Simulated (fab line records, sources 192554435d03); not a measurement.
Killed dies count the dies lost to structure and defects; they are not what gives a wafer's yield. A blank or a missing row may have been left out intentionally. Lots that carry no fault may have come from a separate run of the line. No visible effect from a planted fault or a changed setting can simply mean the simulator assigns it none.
Which tool is to blame? || flow n5 finfet || Sampling: 14 lots, 39 wafers, 6 of 1938 route steps

== WHAT THE GAUGES READ, wafer by wafer ==
N5_BEOL_M3_THK_MEAS_01. Usual: M3_ILD_THK 79.1 nm, standard deviation 1.3.
{"lot": "L232", "measured": "day 7 12:19", "on": "film metro-02", "M3_ILD_THK (nm)": "78.9 79.1 79.3", "flag": ""}
{"lot": "L233", "measured": "day 7 15:43", "on": "film metro-01", "M3_ILD_THK (nm)": "79.4 80.0 78.6", "flag": ""}
{"lot": "L235", "measured": "day 8 05:02", "on": "film metro-02", "M3_ILD_THK (nm)": "80.3 79.4 81.1", "flag": ""}
{"lot": "L236", "measured": "day 8 09:37", "on": "film metro-02", "M3_ILD_THK (nm)": "76.6 79.3 80.3", "flag": ""}
{"lot": "L237", "measured": "day 8 16:43", "on": "film metro-01", "M3_ILD_THK (nm)": "78.0 79.1 80.7", "flag": ""}
{"lot": "L238", "measured": "day 8 22:43", "on": "film metro-02", "M3_ILD_THK (nm)": "78.9 80.7 80.9", "flag": ""}
{"lot": "L239", "measured": "day 9 04:04", "on": "film metro-02", "M3_ILD_THK (nm)": "76.5 76.4 78.9", "flag": ""}
{"lot": "L240", "measured": "day 9 14:36", "on": "film metro-02", "M3_ILD_THK (nm)": "78.6 77.6", "flag": ""}
{"lot": "L242", "measured": "day 9 16:10", "on": "film metro-01", "M3_ILD_THK (nm)": "81.0 78.0", "flag": ""}
{"lot": "L241", "measured": "day 9 18:26", "on": "film metro-02", "M3_ILD_THK (nm)": "79.9 78.8 81.7", "flag": ""}
{"lot": "L243", "measured": "day 10 13:59", "on": "film metro-02", "M3_ILD_THK (nm)": "78.7 77.8 80.4", "flag": ""}
{"lot": "L244", "measured": "day 10 18:15", "on": "film metro-01", "M3_ILD_THK (nm)": "78.8 76.7 77.9", "flag": ""}
{"lot": "L249", "measured": "day 11 07:17", "on": "film metro-01", "M3_ILD_THK (nm)": "76.9 37.4 78.7", "flag": "OFF"}
{"lot": "L253", "measured": "day 12 16:37", "on": "film metro-01", "M3_ILD_THK (nm)": "77.2 35.8", "flag": "OFF"}

N5_BEOL_M4_RC_MEAS_101. Usual: DIBL_N 37.1 mV/V, standard deviation 2.4; DIBL_P 37 mV/V, standard deviation 3; IOFF_N 0.18 nA/um, standard deviation 0.053; IOFF_P 0.21 nA/um, standard deviation 0.05; ION_N 674 uA/um, standard deviation 14; ION_P 459 uA/um, standard deviation 9.2; SS_N 72.1 mV/dec, standard deviation 0.9; SS_P 73.4 mV/dec, standard deviation 0.89; VT_N 250 mV, standard deviation 3.8; VT_P -251 mV, standard deviation 3.7.
{"lot": "L232", "measured": "day 8 14:59", "on": "prober-01", "DIBL_N (mV/V)": "39.5 36.7 34.4", "DIBL_P (mV/V)": "40 37 33", "IOFF_N (nA/um)": "0.21 0.15 0.13", "IOFF_P (nA/um)": "0.29 0.22 0.17", "ION_N (uA/um)": "680 671 654", "ION_P (uA/um)": "466 461 450", "SS_N (mV/dec)": "72.7 71.6 71.9", "SS_P (mV/dec)": "74.0 73.3 71.9", "VT_N (mV)": "248 251 255", "VT_P (mV)": "-246 -251 -253", "flag": ""}
{"lot": "L233", "measured": "day 9 08:23", "on": "prober-02", "DIBL_N (mV/V)": "35.7 37.7 34.8", "DIBL_P (mV/V)": "35 36 34", "IOFF_N (nA/um)": "0.16 0.19 0.14", "IOFF_P (nA/um)": "0.22 0.22 0.18", "ION_N (uA/um)": "671 677 656", "ION_P (uA/um)": "464 461 455", "SS_N (mV/dec)": "71.8 72.6 71.9", "SS_P (mV/dec)": "72.9 73.0 72.3", "VT_N (mV)": "249 251 253", "VT_P (mV)": "-249 -249 -249", "flag": ""}
{"lot": "L235", "measured": "day 9 08:38", "on": "prober-01", "DIBL_N (mV/V)": "35.0 34.1 36.0", "DIBL_P (mV/V)": "34 32 35", "IOFF_N (nA/um)": "0.13 0.12 0.14", "IOFF_P (nA/um)": "0.16 0.14 0.17", "ION_N (uA/um)": "664 652 664", "ION_P (uA/um)": "455 445 453", "SS_N (mV/dec)": "71.5 71.4 71.1", "SS_P (mV/dec)": "73.0 72.2 72.8", "VT_N (mV)": "253 256 255", "VT_P (mV)": "-251 -257 -255", "flag": ""}
{"lot": "L236", "measured": "day 9 13:41", "on": "prober-02", "DIBL_N (mV/V)": "40.3 35.2 36.3", "DIBL_P (mV/V)": "37 35 36", "IOFF_N (nA/um)": "0.26 0.13 0.14", "IOFF_P (nA/um)": "0.19 0.16 0.17", "ION_N (uA/um)": "659 654 655", "ION_P (uA/um)": "447 445 441", "SS_N (mV/dec)": "74.5 70.6 71.5", "SS_P (mV/dec)": "73.1 73.0 72.5", "VT_N (mV)": "250 253 252", "VT_P (mV)": "-253 -254 -254", "flag": ""}
{"lot": "L237", "measured": "day 9 18:23", "on": "prober-01", "DIBL_N (mV/V)": "37.7 34.9 36.0", "DIBL_P (mV/V)": "40 36 36", "IOFF_N (nA/um)": "0.19 0.13 0.16", "IOFF_P (nA/um)": "0.22 0.18 0.18", "ION_N (uA/um)": "671 657 679", "ION_P (uA/um)": "459 450 457", "SS_N (mV/dec)": "72.5 71.4 72.1", "SS_P (mV/dec)": "74.4 73.3 72.9", "VT_N (mV)": "250 253 250", "VT_P (mV)": "-251 -253 -254", "flag": ""}
{"lot": "L238", "measured": "day 9 21:47", "on": "prober-02", "DIBL_N (mV/V)": "36.1 33.4 36.5", "DIBL_P (mV/V)": "34 31 36", "IOFF_N (nA/um)": "0.14 0.11 0.15", "IOFF_P (nA/um)": "0.20 0.16 0.22", "ION_N (uA/um)": "674 656 677", "ION_P (uA/um)": "464 453 474", "SS_N (mV/dec)": "72.4 71.2 72.2", "SS_P (mV/dec)": "72.6 71.6 73.4", "VT_N (mV)": "252 256 253", "VT_P (mV)": "-250 -252 -250", "flag": ""}
{"lot": "L239", "measured": "day 10 16:02", "on": "prober-01", "DIBL_N (mV/V)": "33.4 39.3 36.0", "DIBL_P (mV/V)": "31 38 34", "IOFF_N (nA/um)": "0.11 0.22 0.14", "IOFF_P (nA/um)": "0.15 0.24 0.18", "ION_N (uA/um)": "663 685 661", "ION_P (uA/um)": "456 465 443", "SS_N (mV/dec)": "70.8 72.2 71.0", "SS_P (mV/dec)": "72.4 73.3 72.4", "VT_N (mV)": "256 247 254", "VT_P (mV)": "-254 -249 -253", "flag": ""}
{"lot": "L240", "measured": "day 10 14:05", "on": "prober-01", "DIBL_N (mV/V)": "39.7 34.1", "DIBL_P (mV/V)": "37 32", "IOFF_N (nA/um)": "0.20 0.10", "IOFF_P (nA/um)": "0.19 0.13", "ION_N (uA/um)": "670 651", "ION_P (uA/um)": "449 446", "SS_N (mV/dec)": "73.0 71.8", "SS_P (mV/dec)": "74.5 72.7", "VT_N (mV)": "251 259", "VT_P (mV)": "-256 -258", "flag": ""}
{"lot": "L242", "measured": "day 10 18:41", "on": "prober-01", "DIBL_N (mV/V)": "35.6 37.2", "DIBL_P (mV/V)": "36 38", "IOFF_N (nA/um)": "0.17 0.22", "IOFF_P (nA/um)": "0.20 0.23", "ION_N (uA/um)": "678 698", "ION_P (uA/um)": "462 465", "SS_N (mV/dec)": "72.4 71.5", "SS_P (mV/dec)": "73.2 74.4", "VT_N (mV)": "250 244", "VT_P (mV)": "-251 -250", "flag": ""}
{"lot": "L241", "measured": "day 10 18:53", "on": "prober-02", "DIBL_N (mV/V)": "37.4 37.3 38.5", "DIBL_P (mV/V)": "35 39 39", "IOFF_N (nA/um)": "0.20 0.17 0.20", "IOFF_P (nA/um)": "0.18 0.22 0.22", "ION_N (uA/um)": "679 670 672", "ION_P (uA/um)": "453 455 449", "SS_N (mV/dec)": "72.4 71.4 73.4", "SS_P (mV/dec)": "73.6 74.0 74.6", "VT_N (mV)": "248 251 250", "VT_P (mV)": "-253 -252 -251", "flag": ""}
{"lot": "L243", "measured": "day 11 14:18", "on": "prober-02", "DIBL_N (mV/V)": "36.4 37.8 36.6", "DIBL_P (mV/V)": "37 38 38", "IOFF_N (nA/um)": "0.18 0.19 0.19", "IOFF_P (nA/um)": "0.20 0.22 0.22", "ION_N (uA/um)": "671 674 692", "ION_P (uA/um)": "456 453 471", "SS_N (mV/dec)": "72.2 72.7 71.8", "SS_P (mV/dec)": "73.0 74.0 72.8", "VT_N (mV)": "249 250 246", "VT_P (mV)": "-252 -253 -251", "flag": ""}
{"lot": "L244", "measured": "day 11 17:23", "on": "prober-01", "DIBL_N (mV/V)": "36.5 35.9 35.7", "DIBL_P (mV/V)": "37 36 37", "IOFF_N (nA/um)": "0.16 0.17 0.17", "IOFF_P (nA/um)": "0.22 0.22 0.23", "ION_N (uA/um)": "682 676 678", "ION_P (uA/um)": "466 465 473", "SS_N (mV/dec)": "73.1 71.8 71.9", "SS_P (mV/dec)": "73.8 73.9 73.6", "VT_N (mV)": "251 247 250", "VT_P (mV)": "-248 -249 -249", "flag": ""}
{"lot": "L249", "measured": "day 12 16:34", "on": "prober-01", "DIBL_N (mV/V)": "40.9 41.2", "DIBL_P (mV/V)": "42 43", "IOFF_N (nA/um)": "0.28 0.27", "IOFF_P (nA/um)": "0.33 0.33", "ION_N (uA/um)": "695 688", "ION_P (uA/um)": "474 469", "SS_N (mV/dec)": "72.6 73.1", "SS_P (mV/dec)": "74.0 74.9", "VT_N (mV)": "242 245", "VT_P (mV)": "-243 -244", "flag": ""}
{"lot": "L253", "measured": "day 13 21:47", "on": "prober-01", "DIBL_N (mV/V)": 34.7, "DIBL_P (mV/V)": 35, "IOFF_N (nA/um)": 0.14, "IOFF_P (nA/um)": 0.16, "ION_N (uA/um)": 665, "ION_P (uA/um)": 446, "SS_N (mV/dec)": 71.2, "SS_P (mV/dec)": 73.3, "VT_N (mV)": 251, "VT_P (mV)": -255, "flag": ""}

== WHICH TOOL RAN EACH LOT (tool, then ch and the chambers of the sampled wafers, then the start) ==
{"lot": "L232", "N5_BEOL_M2_ANNEAL_87": "pvd sputter-01, day 7 10:02", "N5_BEOL_M2_SPUTTER_92": "pvd sputter-01, day 7 10:37", "N5_BEOL_M2_PRE_CLEAN_60": "cvd co-02 ch 0,1, day 7 11:56", "N5_BEOL_M3_ILD_DEP_00": "pecvd-04 ch 0,2, day 7 12:15"}
{"lot": "L233", "N5_BEOL_M2_ANNEAL_87": "pvd sputter-01, day 7 13:29", "N5_BEOL_M2_SPUTTER_92": "pvd sputter-01, day 7 14:04", "N5_BEOL_M2_PRE_CLEAN_60": "cvd co-02 ch 0,2, day 7 15:21", "N5_BEOL_M3_ILD_DEP_00": "pecvd-04 ch 0,1,2, day 7 15:38"}
{"lot": "L235", "N5_BEOL_M2_ANNEAL_87": "pvd sputter-03, day 8 02:50", "N5_BEOL_M2_SPUTTER_92": "pvd sputter-03, day 8 03:25", "N5_BEOL_M2_PRE_CLEAN_60": "cvd co-01 ch 0,1,2, day 8 04:40", "N5_BEOL_M3_ILD_DEP_00": "pecvd-02 ch 0,1, day 8 04:58"}
{"lot": "L236", "N5_BEOL_M2_ANNEAL_87": "pvd sputter-02, day 8 07:22", "N5_BEOL_M2_SPUTTER_92": "pvd sputter-02, day 8 07:57", "N5_BEOL_M2_PRE_CLEAN_60": "cvd co-02 ch 1,2, day 8 09:13", "N5_BEOL_M3_ILD_DEP_00": "pecvd-04 ch 0,1,2, day 8 09:34"}
{"lot": "L237", "N5_BEOL_M2_ANNEAL_87": "pvd sputter-01, day 8 14:13", "N5_BEOL_M2_SPUTTER_92": "pvd sputter-01, day 8 14:48", "N5_BEOL_M2_PRE_CLEAN_60": "cvd co-02 ch 1,2, day 8 16:18", "N5_BEOL_M3_ILD_DEP_00": "pecvd-04 ch 0,1, day 8 16:38"}
{"lot": "L238", "N5_BEOL_M2_ANNEAL_87": "pvd sputter-02, day 8 20:31", "N5_BEOL_M2_SPUTTER_92": "pvd sputter-02, day 8 21:05", "N5_BEOL_M2_PRE_CLEAN_60": "cvd co-01 ch 0,1, day 8 22:21", "N5_BEOL_M3_ILD_DEP_00": "pecvd-02 ch 0,1, day 8 22:38"}
{"lot": "L239", "N5_BEOL_M2_ANNEAL_87": "pvd sputter-03, day 9 01:49", "N5_BEOL_M2_SPUTTER_92": "pvd sputter-03, day 9 02:23", "N5_BEOL_M2_PRE_CLEAN_60": "cvd co-02 ch 0,1,2, day 9 03:43", "N5_BEOL_M3_ILD_DEP_00": "pecvd-01 ch 0,1,2, day 9 03:59"}
{"lot": "L240", "N5_BEOL_M2_ANNEAL_87": "pvd sputter-01, day 9 12:20", "N5_BEOL_M2_SPUTTER_92": "pvd sputter-01, day 9 12:55", "N5_BEOL_M2_PRE_CLEAN_60": "cvd co-01 ch 0,1, day 9 14:14", "N5_BEOL_M3_ILD_DEP_00": "pecvd-01 ch 0,2, day 9 14:33"}
{"lot": "L242", "N5_BEOL_M2_ANNEAL_87": "pvd sputter-02, day 9 13:40", "N5_BEOL_M2_SPUTTER_92": "pvd sputter-02, day 9 14:15", "N5_BEOL_M2_PRE_CLEAN_60": "cvd co-01 ch 0,2, day 9 15:49", "N5_BEOL_M3_ILD_DEP_00": "pecvd-04 ch 0,2, day 9 16:06"}
{"lot": "L241", "N5_BEOL_M2_ANNEAL_87": "pvd sputter-01, day 9 16:14", "N5_BEOL_M2_SPUTTER_92": "pvd sputter-01, day 9 16:49", "N5_BEOL_M2_PRE_CLEAN_60": "cvd co-02 ch 0,2, day 9 18:05", "N5_BEOL_M3_ILD_DEP_00": "pecvd-04 ch 1,2, day 9 18:22"}
{"lot": "L243", "N5_BEOL_M2_ANNEAL_87": "pvd sputter-01, day 10 11:42", "N5_BEOL_M2_SPUTTER_92": "pvd sputter-01, day 10 12:17", "N5_BEOL_M2_PRE_CLEAN_60": "cvd co-02 ch 0,1,2, day 10 13:38", "N5_BEOL_M3_ILD_DEP_00": "pecvd-01 ch 1,2, day 10 13:55"}
{"lot": "L244", "N5_BEOL_M2_ANNEAL_87": "pvd sputter-02, day 10 15:59", "N5_BEOL_M2_SPUTTER_92": "pvd sputter-02, day 10 16:34", "N5_BEOL_M2_PRE_CLEAN_60": "cvd co-01 ch 1,2, day 10 17:53", "N5_BEOL_M3_ILD_DEP_00": "pecvd-01 ch 1,2, day 10 18:11"}
{"lot": "L249", "N5_BEOL_M2_ANNEAL_87": "pvd sputter-03, day 11 05:04", "N5_BEOL_M2_SPUTTER_92": "pvd sputter-03, day 11 05:38", "N5_BEOL_M2_PRE_CLEAN_60": "cvd co-02 ch 0,1,2, day 11 06:54", "N5_BEOL_M3_ILD_DEP_00": "pecvd-01 ch 1,2, day 11 07:13"}
{"lot": "L253", "N5_BEOL_M2_ANNEAL_87": "pvd sputter-01, day 12 14:25", "N5_BEOL_M2_SPUTTER_92": "pvd sputter-01, day 12 15:00", "N5_BEOL_M2_PRE_CLEAN_60": "cvd co-01 ch 0,1, day 12 16:16", "N5_BEOL_M3_ILD_DEP_00": "pecvd-01 ch 0, day 12 16:34"}
- N5_BEOL_M2_ANNEAL_87: time 240 s.
- N5_BEOL_M2_SPUTTER_92: material Cu, target thk 4.5 nm, time 8.29 s.
- N5_BEOL_M2_PRE_CLEAN_60: time 15 s.
- N5_BEOL_M3_ILD_DEP_00: deposits SiOC from DEMS/O2, target thk 79 nm, time 15.3 s.

== AS READ BY THE TOOLS THEMSELVES (means over the sampled wafers that have a number; for cases with no such wafer, the mark the record gives instead) ==
N5_BEOL_M2_ANNEAL_87. Usual: 818 W for heater power w, sd 84.
{"lot": "L232", "tool": "pvd sputter-01", "heater power w (W)": 766, "flag": ""}
{"lot": "L233", "tool": "pvd sputter-01", "heater power w (W)": 833, "flag": ""}
{"lot": "L235", "tool": "pvd sputter-03", "heater power w (W)": 858, "flag": ""}
{"lot": "L236", "tool": "pvd sputter-02", "heater power w (W)": 822, "flag": ""}
{"lot": "L237", "tool": "pvd sputter-01", "heater power w (W)": 785, "flag": ""}
{"lot": "L238", "tool": "pvd sputter-02", "heater power w (W)": 767, "flag": ""}
{"lot": "L239", "tool": "pvd sputter-03", "heater power w (W)": 844, "flag": ""}
{"lot": "L240", "tool": "pvd sputter-01", "heater power w (W)": 755, "flag": ""}
{"lot": "L242", "tool": "pvd sputter-02", "heater power w (W)": 787, "flag": ""}
{"lot": "L241", "tool": "pvd sputter-01", "heater power w (W)": 765, "flag": ""}
{"lot": "L243", "tool": "pvd sputter-01", "heater power w (W)": 765, "flag": ""}
{"lot": "L244", "tool": "pvd sputter-02", "heater power w (W)": 804, "flag": ""}
{"lot": "L249", "tool": "pvd sputter-03", "heater power w (W)": 819, "flag": ""}
{"lot": "L253", "tool": "pvd sputter-01", "heater power w (W)": 797, "flag": ""}

N5_BEOL_M2_SPUTTER_92. Usual: chamber pressure pa 0.06999 Pa, standard deviation 0.00015; chuck sensor temp C -16.3 C, standard deviation 0.35; throttle valve pct 30.0 %, standard deviation 0.85.
{"lot": "L232", "tool": "pvd sputter-01", "chamber pressure pa (Pa)": 0.06992, "chuck sensor temp C (C)": -16.0, "throttle valve pct (%)": 30.0, "flag": ""}
{"lot": "L233", "tool": "pvd sputter-01", "chamber pressure pa (Pa)": 0.07013, "chuck sensor temp C (C)": -15.9, "throttle valve pct (%)": 30.8, "flag": ""}
{"lot": "L235", "tool": "pvd sputter-03", "chamber pressure pa (Pa)": 0.07000, "chuck sensor temp C (C)": -16.6, "throttle valve pct (%)": 30.3, "flag": ""}
{"lot": "L236", "tool": "pvd sputter-02", "chamber pressure pa (Pa)": 0.06994, "chuck sensor temp C (C)": -16.8, "throttle valve pct (%)": 30.1, "flag": ""}
{"lot": "L237", "tool": "pvd sputter-01", "chamber pressure pa (Pa)": 0.06985, "chuck sensor temp C (C)": -15.9, "throttle valve pct (%)": 29.7, "flag": ""}
{"lot": "L238", "tool": "pvd sputter-02", "chamber pressure pa (Pa)": 0.07012, "chuck sensor temp C (C)": -16.4, "throttle valve pct (%)": 28.7, "flag": ""}
{"lot": "L239", "tool": "pvd sputter-03", "chamber pressure pa (Pa)": 0.06984, "chuck sensor temp C (C)": -16.6, "throttle valve pct (%)": 30.4, "flag": ""}
{"lot": "L240", "tool": "pvd sputter-01", "chamber pressure pa (Pa)": 0.06988, "chuck sensor temp C (C)": -16.0, "throttle valve pct (%)": 30.9, "flag": ""}
{"lot": "L242", "tool": "pvd sputter-02", "chamber pressure pa (Pa)": 0.06995, "chuck sensor temp C (C)": -16.6, "throttle valve pct (%)": 30.2, "flag": ""}
{"lot": "L241", "tool": "pvd sputter-01", "chamber pressure pa (Pa)": 0.07009, "chuck sensor temp C (C)": -15.9, "throttle valve pct (%)": 30.1, "flag": ""}
{"lot": "L243", "tool": "pvd sputter-01", "chamber pressure pa (Pa)": 0.07004, "chuck sensor temp C (C)": -16.0, "throttle valve pct (%)": 30.2, "flag": ""}
{"lot": "L244", "tool": "pvd sputter-02", "chamber pressure pa (Pa)": 0.06975, "chuck sensor temp C (C)": -16.5, "throttle valve pct (%)": 29.9, "flag": ""}
{"lot": "L249", "tool": "pvd sputter-03", "chamber pressure pa (Pa)": 0.07007, "chuck sensor temp C (C)": -16.3, "throttle valve pct (%)": 30.1, "flag": ""}
{"lot": "L253", "tool": "pvd sputter-01", "chamber pressure pa (Pa)": 0.07008, "chuck sensor temp C (C)": -16.0, "throttle valve pct (%)": 29.8, "flag": ""}

N5_BEOL_M2_PRE_CLEAN_60. Usual: heater power outer w 19 W, standard deviation 5.6; heater power w 84 W, standard deviation 6.
{"lot": "L232", "tool": "cvd co-02", "heater power outer w (W)": 17, "heater power w (W)": 83, "flag": ""}
{"lot": "L233", "tool": "cvd co-02", "heater power outer w (W)": 26, "heater power w (W)": 89, "flag": ""}
{"lot": "L235", "tool": "cvd co-01", "heater power outer w (W)": 18, "heater power w (W)": 82, "flag": ""}
{"lot": "L236", "tool": "cvd co-02", "heater power outer w (W)": 18, "heater power w (W)": 79, "flag": ""}
{"lot": "L237", "tool": "cvd co-02", "heater power outer w (W)": 23, "heater power w (W)": 86, "flag": ""}
{"lot": "L238", "tool": "cvd co-01", "heater power outer w (W)": 17, "heater power w (W)": 86, "flag": ""}
{"lot": "L239", "tool": "cvd co-02", "heater power outer w (W)": 20, "heater power w (W)": 85, "flag": ""}
{"lot": "L240", "tool": "cvd co-01", "heater power outer w (W)": 18, "heater power w (W)": 86, "flag": ""}
{"lot": "L242", "tool": "cvd co-01", "heater power outer w (W)": 18, "heater power w (W)": 80, "flag": ""}
{"lot": "L241", "tool": "cvd co-02", "heater power outer w (W)": 23, "heater power w (W)": 89, "flag": ""}
{"lot": "L243", "tool": "cvd co-02", "heater power outer w (W)": 20, "heater power w (W)": 86, "flag": ""}
{"lot": "L244", "tool": "cvd co-01", "heater power outer w (W)": 18, "heater power w (W)": 83, "flag": ""}
{"lot": "L249", "tool": "cvd co-02", "heater power outer w (W)": 20, "heater power w (W)": 85, "flag": ""}
{"lot": "L253", "tool": "cvd co-01", "heater power outer w (W)": 18, "heater power w (W)": 86, "flag": ""}

N5_BEOL_M3_ILD_DEP_00. Usual: heater power outer w 241 W, standard deviation 40; heater power w 441 W, standard deviation 54; showerhead plenum p Torr 5.691 Torr, standard deviation 0.015; throttle valve pct 11.9 %, standard deviation 1.
{"lot": "L232", "tool": "pecvd-04", "heater power outer w (W)": 280, "heater power w (W)": 475, "showerhead plenum p Torr (Torr)": 5.697, "throttle valve pct (%)": 12.0, "flag": ""}
{"lot": "L233", "tool": "pecvd-04", "heater power outer w (W)": 240, "heater power w (W)": 430, "showerhead plenum p Torr (Torr)": 5.693, "throttle valve pct (%)": 12.5, "flag": ""}
{"lot": "L235", "tool": "pecvd-02", "heater power outer w (W)": 231, "heater power w (W)": 444, "showerhead plenum p Torr (Torr)": 5.692, "throttle valve pct (%)": 11.8, "flag": ""}
{"lot": "L236", "tool": "pecvd-04", "heater power outer w (W)": 280, "heater power w (W)": 487, "showerhead plenum p Torr (Torr)": 5.696, "throttle valve pct (%)": 12.6, "flag": ""}
{"lot": "L237", "tool": "pecvd-04", "heater power outer w (W)": 299, "heater power w (W)": 517, "showerhead plenum p Torr (Torr)": 5.689, "throttle valve pct (%)": 13.2, "flag": ""}
{"lot": "L238", "tool": "pecvd-02", "heater power outer w (W)": 245, "heater power w (W)": 462, "showerhead plenum p Torr (Torr)": 5.684, "throttle valve pct (%)": 11.4, "flag": ""}
{"lot": "L239", "tool": "pecvd-01", "heater power outer w (W)": 192, "heater power w (W)": 394, "showerhead plenum p Torr (Torr)": 5.692, "throttle valve pct (%)": 11.3, "flag": ""}
{"lot": "L240", "tool": "pecvd-01", "heater power outer w (W)": 192, "heater power w (W)": 396, "showerhead plenum p Torr (Torr)": 5.720, "throttle valve pct (%)": 10.9, "flag": ""}
{"lot": "L242", "tool": "pecvd-04", "heater power outer w (W)": 239, "heater power w (W)": 425, "showerhead plenum p Torr (Torr)": 5.688, "throttle valve pct (%)": 11.8, "flag": ""}
{"lot": "L241", "tool": "pecvd-04", "heater power outer w (W)": 276, "heater power w (W)": 482, "showerhead plenum p Torr (Torr)": 5.687, "throttle valve pct (%)": 12.6, "flag": ""}
{"lot": "L243", "tool": "pecvd-01", "heater power outer w (W)": 210, "heater power w (W)": 406, "showerhead plenum p Torr (Torr)": 5.691, "throttle valve pct (%)": 10.9, "flag": ""}
{"lot": "L244", "tool": "pecvd-01", "heater power outer w (W)": 190, "heater power w (W)": 378, "showerhead plenum p Torr (Torr)": 5.697, "throttle valve pct (%)": 10.9, "flag": ""}
{"lot": "L249", "tool": "pecvd-01", "heater power outer w (W)": 199, "heater power w (W)": 388, "showerhead plenum p Torr (Torr)": 5.709, "throttle valve pct (%)": 10.8, "flag": ""}
{"lot": "L253", "tool": "pecvd-01", "heater power outer w (W)": 226, "heater power w (W)": 456, "showerhead plenum p Torr (Torr)": 5.691, "throttle valve pct (%)": 11.6, "flag": ""}

== THE ANSWER, worked out from the rows above alone ==
Rule: take the mean of a lot's wafers that have a number; if it is more than 3 standard deviations from the usual mean, the lot is off. Also off: a lot with no number at a reading for which 4 or more lots have one. All remaining lots with rows at the step are treated as sound. The gauges are gone through in route order, then the tools' own readings, and for those a lot's mean is taken as printed above. At the first step where some lot is off, the reading lying furthest off is the one used; lots without a number count as furthest.
Off: L249, L253, at N5_BEOL_M3_THK_MEAS_01 (M3_ILD_THK).
If a tool, at a process step before that reading, ran all the lots that are off and no sound lot after the first of them, it fits. Those tools and the gauges at N5_BEOL_M3_THK_MEAS_01 are tried in the same way. Undecided on this evidence; 2 tools fit (pecvd-01 at N5_BEOL_M3_ILD_DEP_00, film metro-01 at N5_BEOL_M3_THK_MEAS_01).

== WHAT HAD BEEN PUT IN BY THE SIMULATOR ==
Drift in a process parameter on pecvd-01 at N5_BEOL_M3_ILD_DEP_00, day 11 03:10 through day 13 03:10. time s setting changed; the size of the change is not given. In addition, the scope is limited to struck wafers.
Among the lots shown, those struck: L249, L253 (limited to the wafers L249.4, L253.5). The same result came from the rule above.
